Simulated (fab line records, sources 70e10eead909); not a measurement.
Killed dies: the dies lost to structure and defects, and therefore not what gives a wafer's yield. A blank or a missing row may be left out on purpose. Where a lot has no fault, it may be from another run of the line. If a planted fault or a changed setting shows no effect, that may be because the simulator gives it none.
The tool behind it: which one? / flow nand_harc / 13 lots, 39 wafers sampled, at 5 steps of a route of 1302

WHAT THE GAUGES READ, wafer by wafer
NHARC_A_ONON_D1_THK_MEAS_21: measures by ellipsometry. Usual: thk_nm 998 nm, standard deviation 9.5.
lot=L523; measured=day 7 23:07; on=film_metro-01; thk_nm (nm)=1007 1009 1008; flag=
lot=L524; measured=day 8 16:31; on=film_metro-02; thk_nm (nm)=1005 1001 1003; flag=
lot=L528; measured=day 10 00:51; on=film_metro-02; thk_nm (nm)=1003 1005 1005; flag=
lot=L529; measured=day 10 11:10; on=film_metro-01; thk_nm (nm)=1002 1003 1003; flag=
lot=L538; measured=day 14 02:43; on=film_metro-01; thk_nm (nm)=995 997 993; flag=
lot=L537; measured=day 14 02:43; on=film_metro-02; thk_nm (nm)=1008 1007 1007; flag=
lot=L539; measured=day 14 21:02; on=film_metro-01; thk_nm (nm)=996 992 996; flag=
lot=L541; measured=day 15 15:10; on=film_metro-01; thk_nm (nm)=981 983 983; flag=
lot=L543; measured=day 16 07:43; on=film_metro-01; thk_nm (nm)=1000 1002 1001; flag=
lot=L542; measured=day 16 07:43; on=film_metro-02; thk_nm (nm)=1016 1016 1015; flag=
lot=L544; measured=day 16 20:41; on=film_metro-01; thk_nm (nm)=1008 1007 1006; flag=
lot=L545; measured=day 17 06:16; on=film_metro-02; thk_nm (nm)=1009 1010 1010; flag=
lot=L546; measured=day 18 04:01; on=film_metro-01; thk_nm (nm)=1000 1000 1002; flag=

NHARC_A_ONON_D1_THK_MEAS_27: measures by ellipsometry. Usual: thk_nm 998 nm, standard deviation 11.
lot=L523; measured=day 8 00:15; on=film_metro-01; thk_nm (nm)=1015 1013 1014; flag=
lot=L524; measured=day 8 17:38; on=film_metro-02; thk_nm (nm)=1009 1009 1007; flag=
lot=L528; measured=day 10 01:59; on=film_metro-02; thk_nm (nm)=1017 1017 1017; flag=
lot=L529; measured=day 10 12:17; on=film_metro-02; thk_nm (nm)=1004 1003 1002; flag=
lot=L538; measured=day 14 03:50; on=film_metro-02; thk_nm (nm)=996 997 999; flag=
lot=L537; measured=day 14 03:52; on=film_metro-01; thk_nm (nm)=1007 1007 1007; flag=
lot=L539; measured=day 14 22:10; on=film_metro-02; thk_nm (nm)=991 986 989; flag=
lot=L541; measured=day 15 16:19; on=film_metro-02; thk_nm (nm)=979 977 976; flag=
lot=L543; measured=day 16 08:51; on=film_metro-01; thk_nm (nm)=996 995 997; flag=
lot=L542; measured=day 16 08:50; on=film_metro-02; thk_nm (nm)=979 981 982; flag=
lot=L544; measured=day 16 21:49; on=film_metro-01; thk_nm (nm)=986 989 988; flag=
lot=L545; measured=day 17 07:25; on=film_metro-02; thk_nm (nm)=1003 1001 1003; flag=
lot=L546; measured=day 18 05:15; on=film_metro-02; thk_nm (nm)=1015 1013 1015; flag=

NHARC_A_CHANNEL_HOLE_D1_OVL_MEAS_11. Usual: overlay_x_nm 0.0 nm, standard deviation 0.85; overlay_y_nm -0.2 nm, standard deviation 0.82.
lot=L523; measured=day 8 07:03; on=overlay-02; overlay_x_nm (nm)=-0.4 0.0 -0.9; overlay_y_nm (nm)=-0.4 -0.2 -0.1; flag=
lot=L524; measured=day 9 01:02; on=overlay-02; overlay_x_nm (nm)=0.0 0.8 -0.2; overlay_y_nm (nm)=-0.9 -1.1 -1.1; flag=
lot=L528; measured=day 10 07:38; on=overlay-02; overlay_x_nm (nm)=-2.0 -1.7 -1.9; overlay_y_nm (nm)=0.1 -0.3 -0.6; flag=
lot=L529; measured=day 10 16:23; on=overlay-02; overlay_x_nm (nm)=1.5 2.1 1.3; overlay_y_nm (nm)=0.5 0.3 0.6; flag=
lot=L538; measured=day 14 09:18; on=overlay-01; overlay_x_nm (nm)=1.9 1.6 1.8; overlay_y_nm (nm)=-1.0 -1.6 -1.2; flag=
lot=L537; measured=day 14 10:43; on=overlay-01; overlay_x_nm (nm)=-0.1 -0.2 -0.2; overlay_y_nm (nm)=-0.1 0.1 0.2; flag=
lot=L539; measured=day 15 02:39; on=overlay-01; overlay_x_nm (nm)=0.3 -0.1 -0.1; overlay_y_nm (nm)=-0.4 -0.6 -0.2; flag=
lot=L541; measured=day 15 20:11; on=overlay-02; overlay_x_nm (nm)=-0.8 -0.8 -0.6; overlay_y_nm (nm)=0.5 0.1 0.5; flag=
lot=L543; measured=day 16 12:57; on=overlay-02; overlay_x_nm (nm)=-0.3 -0.2 -0.3; overlay_y_nm (nm)=-0.8 -0.8 -0.3; flag=
lot=L542; measured=day 16 12:45; on=overlay-01; overlay_x_nm (nm)=0.5 0.5 0.4; overlay_y_nm (nm)=-0.6 -1.6 -1.5; flag=
lot=L544; measured=day 17 03:38; on=overlay-01; overlay_x_nm (nm)=0.2 0.4 0.6; overlay_y_nm (nm)=-1.2 -1.0 -1.4; flag=
lot=L545; measured=day 17 11:13; on=overlay-02; overlay_x_nm (nm)=-0.7 -0.4 -0.1; overlay_y_nm (nm)=-0.4 -0.5 -0.4; flag=
lot=L546; measured=day 18 09:51; on=overlay-02; overlay_x_nm (nm)=-0.2 -0.5 -0.9; overlay_y_nm (nm)=0.2 -0.2 0.0; flag=

NHARC_END_SORT_01. Usual: killed_at_array 55, standard deviation 15; killed_at_other 1.0, standard deviation 1.2; killed_at_periphery 3.4, standard deviation 2.2; killed_dies 59, standard deviation 15; killed_open 3.2, standard deviation 2; killed_short 2.5, standard deviation 1.7.
lot=L538; measured=day 30 00:23; on=prober-02; killed_at_array=673 670 672; killed_at_other=0 0 1; killed_at_periphery=4 7 4; killed_dies=677 677 677; killed_open=4 2 7; killed_short=2 2 2; flag=OFF
lot=L537; measured=day 29 17:17; on=prober-01; killed_at_array=676 669 673; killed_at_other=1 0 1; killed_at_periphery=0 8 3; killed_dies=677 677 677; killed_open=1 3 1; killed_short=4 7 1; flag=OFF
lot=L539; measured=day 31 01:29; on=prober-02; killed_at_array=670 668 673; killed_at_other=0 2 1; killed_at_periphery=7 7 3; killed_dies=677 677 677; killed_open=4 2 3; killed_short=3 2 2; flag=OFF

WHAT TOOL EACH LOT RAN ON (gives the tool, then ch and the chambers of the sampled wafers, and finally the start)
lot=L523; NHARC_A_CHANNEL_FILL_D1_STRIP_28=rie_diel-11 ch 0,1,2, day 9 15:55
lot=L524; NHARC_A_CHANNEL_FILL_D1_STRIP_28=rie_diel-09 ch 0,1,2, day 10 11:06
lot=L528; NHARC_A_CHANNEL_FILL_D1_STRIP_28=rie_diel-09 ch 1,2,3, day 11 17:17
lot=L529; NHARC_A_CHANNEL_FILL_D1_STRIP_28=rie_diel-08 ch 0,3, day 12 06:10
lot=L538; NHARC_A_CHANNEL_FILL_D1_STRIP_28=rie_diel-11 ch 0,1,2, day 15 18:11
lot=L537; NHARC_A_CHANNEL_FILL_D1_STRIP_28=rie_diel-09 ch 0,1, day 15 18:11
lot=L539; NHARC_A_CHANNEL_FILL_D1_STRIP_28=rie_diel-11 ch 0,1,2, day 16 10:07
lot=L541; NHARC_A_CHANNEL_FILL_D1_STRIP_28=rie_diel-09 ch 0,1,2, day 17 06:02
lot=L543; NHARC_A_CHANNEL_FILL_D1_STRIP_28=rie_diel-11 ch 0,1,2, day 17 22:17
lot=L542; NHARC_A_CHANNEL_FILL_D1_STRIP_28=rie_diel-09 ch 0,1,2, day 17 22:18
lot=L544; NHARC_A_CHANNEL_FILL_D1_STRIP_28=rie_diel-11 ch 1,3, day 18 11:01
lot=L545; NHARC_A_CHANNEL_FILL_D1_STRIP_28=rie_diel-11 ch 1,3, day 18 21:52
lot=L546; NHARC_A_CHANNEL_FILL_D1_STRIP_28=rie_diel-09 ch 0,1, day 19 18:47
- NHARC_A_CHANNEL_FILL_D1_STRIP_28: strips in O2, time 20 s.

AS READ BY THE TOOLS THEMSELVES (means over the sampled wafers that have a number; for cases with no such wafer, the mark the record gives instead)
NHARC_A_CHANNEL_FILL_D1_STRIP_28. Usual: chamber_pressure_mTorr 59.99 mTorr, standard deviation 0.057; drypump_motor_current_A 5.7 A, standard deviation 0.5; oes_product_au 1.000 a.u., standard deviation 0.0096; rf_vpp_V 57.8 V, standard deviation 0.93; showerhead_plenum_p_Torr 3.54 Torr, standard deviation 0.13; throttle_valve_pct 17.037 %, standard deviation 0.0079.
lot=L523; tool=rie_diel-11; chamber_pressure_mTorr (mTorr)=60.00; drypump_motor_current_A (A)=6.0; oes_product_au (a.u.)=0.998; rf_vpp_V (V)=57.9; showerhead_plenum_p_Torr (Torr)=3.48; throttle_valve_pct (%)=17.038; flag=
lot=L524; tool=rie_diel-09; chamber_pressure_mTorr (mTorr)=60.01; drypump_motor_current_A (A)=5.5; oes_product_au (a.u.)=1.008; rf_vpp_V (V)=57.5; showerhead_plenum_p_Torr (Torr)=3.52; throttle_valve_pct (%)=17.034; flag=
lot=L528; tool=rie_diel-09; chamber_pressure_mTorr (mTorr)=60.06; drypump_motor_current_A (A)=5.3; oes_product_au (a.u.)=1.005; rf_vpp_V (V)=57.2; showerhead_plenum_p_Torr (Torr)=3.62; throttle_valve_pct (%)=17.039; flag=
lot=L529; tool=rie_diel-08; chamber_pressure_mTorr (mTorr)=59.96; drypump_motor_current_A (A)=5.2; oes_product_au (a.u.)=0.997; rf_vpp_V (V)=57.0; showerhead_plenum_p_Torr (Torr)=3.48; throttle_valve_pct (%)=17.036; flag=
lot=L538; tool=rie_diel-11; chamber_pressure_mTorr (mTorr)=-; drypump_motor_current_A (A)=-; oes_product_au (a.u.)=-; rf_vpp_V (V)=-; showerhead_plenum_p_Torr (Torr)=-; throttle_valve_pct (%)=-; flag=OFF
lot=L537; tool=rie_diel-09; chamber_pressure_mTorr (mTorr)=-; drypump_motor_current_A (A)=-; oes_product_au (a.u.)=-; rf_vpp_V (V)=-; showerhead_plenum_p_Torr (Torr)=-; throttle_valve_pct (%)=-; flag=OFF
lot=L539; tool=rie_diel-11; chamber_pressure_mTorr (mTorr)=-; drypump_motor_current_A (A)=-; oes_product_au (a.u.)=-; rf_vpp_V (V)=-; showerhead_plenum_p_Torr (Torr)=-; throttle_valve_pct (%)=-; flag=OFF
lot=L541; tool=rie_diel-09; chamber_pressure_mTorr (mTorr)=59.99; drypump_motor_current_A (A)=5.5; oes_product_au (a.u.)=0.997; rf_vpp_V (V)=58.2; showerhead_plenum_p_Torr (Torr)=3.51; throttle_valve_pct (%)=17.038; flag=
lot=L543; tool=rie_diel-11; chamber_pressure_mTorr (mTorr)=59.99; drypump_motor_current_A (A)=6.0; oes_product_au (a.u.)=0.996; rf_vpp_V (V)=56.8; showerhead_plenum_p_Torr (Torr)=3.47; throttle_valve_pct (%)=17.030; flag=
lot=L542; tool=rie_diel-09; chamber_pressure_mTorr (mTorr)=59.91; drypump_motor_current_A (A)=5.5; oes_product_au (a.u.)=1.003; rf_vpp_V (V)=56.9; showerhead_plenum_p_Torr (Torr)=3.51; throttle_valve_pct (%)=17.038; flag=
lot=L544; tool=rie_diel-11; chamber_pressure_mTorr (mTorr)=60.00; drypump_motor_current_A (A)=5.8; oes_product_au (a.u.)=0.992; rf_vpp_V (V)=57.9; showerhead_plenum_p_Torr (Torr)=3.63; throttle_valve_pct (%)=17.039; flag=
lot=L545; tool=rie_diel-11; chamber_pressure_mTorr (mTorr)=59.94; drypump_motor_current_A (A)=5.9; oes_product_au (a.u.)=0.999; rf_vpp_V (V)=57.6; showerhead_plenum_p_Torr (Torr)=3.63; throttle_valve_pct (%)=17.040; flag=
lot=L546; tool=rie_diel-09; chamber_pressure_mTorr (mTorr)=59.92; drypump_motor_current_A (A)=5.6; oes_product_au (a.u.)=0.991; rf_vpp_V (V)=57.1; showerhead_plenum_p_Torr (Torr)=3.40; throttle_valve_pct (%)=17.032; flag=

THE ANSWER, worked out from the rows above alone
Rule: a lot counts as off when the mean over its wafers that have a number is more than 3 standard deviations away from the usual mean. Also off: a lot with no number at a reading for which 4 or more lots have one. Any other lot the step has rows for is counted as sound. First the gauges in route order, then the tools' own readings, where a lot's mean is used as printed above. The first step at which some lot is off is used, and at that step the reading that is off furthest; a lot without a number counts as furthest.
Off, at NHARC_END_SORT_01 on killed_dies: L538, L537, L539. Neither off nor sound, because the step has no rows for them: L523, L524, L528, L529, L541, L543, L542, L544, L545, L546.
If a tool, at a process step before that reading, ran all the lots that are off and no sound lot after the first of them, it fits. The gauges at NHARC_END_SORT_01 aren't tried: what is off there is off at NHARC_A_CHANNEL_FILL_D1_STRIP_28 too, on other tools, and a gauge's error can't cause that. Of those tried, none fits.

WHAT HAD BEEN PUT IN BY THE SIMULATOR
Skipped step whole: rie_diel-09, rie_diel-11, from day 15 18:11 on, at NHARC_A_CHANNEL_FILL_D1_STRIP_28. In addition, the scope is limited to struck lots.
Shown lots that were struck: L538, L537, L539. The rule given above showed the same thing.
